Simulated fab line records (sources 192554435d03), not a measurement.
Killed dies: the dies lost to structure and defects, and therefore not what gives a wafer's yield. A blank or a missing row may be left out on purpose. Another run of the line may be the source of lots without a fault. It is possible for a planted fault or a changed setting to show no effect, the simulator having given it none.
Split-lot trial	flow n5_finfet	21 wafers read from 7 lots, route of 1938 steps

== THE SPLIT ITSELF ==
At N5_MOL_CONTACT_COAG_ETCH_67 (etches SOC in N2/H2, target depth 60 nm, overetch 21 nm, time 101.2 s), the setting source_w was moved away from the recipe's 840 W on 5 of the 21 wafers read, by -8.9% to +15.6%. This setting was run at the recipe's value on the other wafers.

The reading comes from the split's own step.

== THE READING ==
rf_vpp_V, in V, at N5_MOL_CONTACT_COAG_ETCH_67 (etches SOC in N2/H2, target depth 60 nm, overetch 21 nm, time 101.2 s). Typical for fault-free wafers on this fab line: 522.5 V, with standard deviation 2.4 V.

wafer	tool, chamber at the split	source_w as run, W	against the recipe	rf_vpp_V, V	against lot-mates on the recipe
L074.1	rie_diel-03, 2	840	recipe	522.3	-
L074.2	rie_diel-03, 1	840	recipe	520.2	-
L074.5	rie_diel-03, 0	840	recipe	526.0	-
L082.2	rie_diel-06, 1	777.7	-7.4%	533.9	+13.3
L082.5	rie_diel-06, 2	840	recipe	519.5	-
L082.6	rie_diel-06, 0	840	recipe	521.7	-
L084.4	rie_diel-06, 1	765.6	-8.9%	539.3	+16.0
L084.5	rie_diel-06, 2	765.6	-8.9%	535.5	+12.2
L084.6	rie_diel-06, 1	840	recipe	523.3	-
L086.1	rie_diel-04, 2	840	recipe	523.5	-
L086.4	rie_diel-04, 1	840	recipe	520.7	-
L086.5	rie_diel-04, 0	840	recipe	521.9	-
L091.1	rie_diel-03, 1	840	recipe	519.1	-
L091.4	rie_diel-03, 3	971	+15.6%	502.3	-16.8
L091.5	rie_diel-03, 0	971	+15.6%	499.0	-20.1
L092.3	rie_diel-04, 2	840	recipe	522.0	-
L092.5	rie_diel-04, 3	840	recipe	521.9	-
L092.6	rie_diel-04, 2	840	recipe	523.5	-
L093.3	rie_diel-03, 2	840	recipe	523.0	-
L093.4	rie_diel-03, 0	840	recipe	525.3	-
L093.6	rie_diel-03, 0	840	recipe	525.9	-

THE FIT
A straight line over all 21 wafers: rf_vpp_V changes by -1.48 V for each +1% of source_w; r = -0.97; the points scatter about the line by 2.1 V.
The same after taking each lot's own level away (the mean of its wafers on the recipe; 21 wafers): -1.33 V for each +1%; r = -0.97; scatter 1.9 V.
The reading moves by 21 V for the largest change in source_w, on that fit.
Across the lots, their own levels run from 519.10 to 524.73 V, a range of 2.3 times the standard deviation given above.
Thus the slope moves with the lot-to-lot level: the two fits are different.
Check: -22.2 V against its lot-mates is what the line predicts for one of the wafers moved furthest among these (+15.6%) when that wafer is left out of the fit. It came out at -16.8 V against them.
Tool readings at the split's step, against how far the setting was moved: rf_vpp_V r = -0.97.

== FURTHER SPLITS ON THESE WAFERS ==
Before the reading, these wafers also passed through other splits. Each is held against what the fit with the lots' levels taken away leaves over:
other split on the same wafers	wafers away from the commonest value	r with rf_vpp_V (lot level and that fit taken away)
N5_MOL_CONTACT_COAG_EXPOSE_81 dose_mj	6	+0.07
N5_MOL_CONTACT_COAG_EXPOSE_37 dose_mj	10	-0.13

== THE FILE'S OWN FIT ==
rf_vpp_V changes by -1.36 V for each +1% of source_w, r = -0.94.
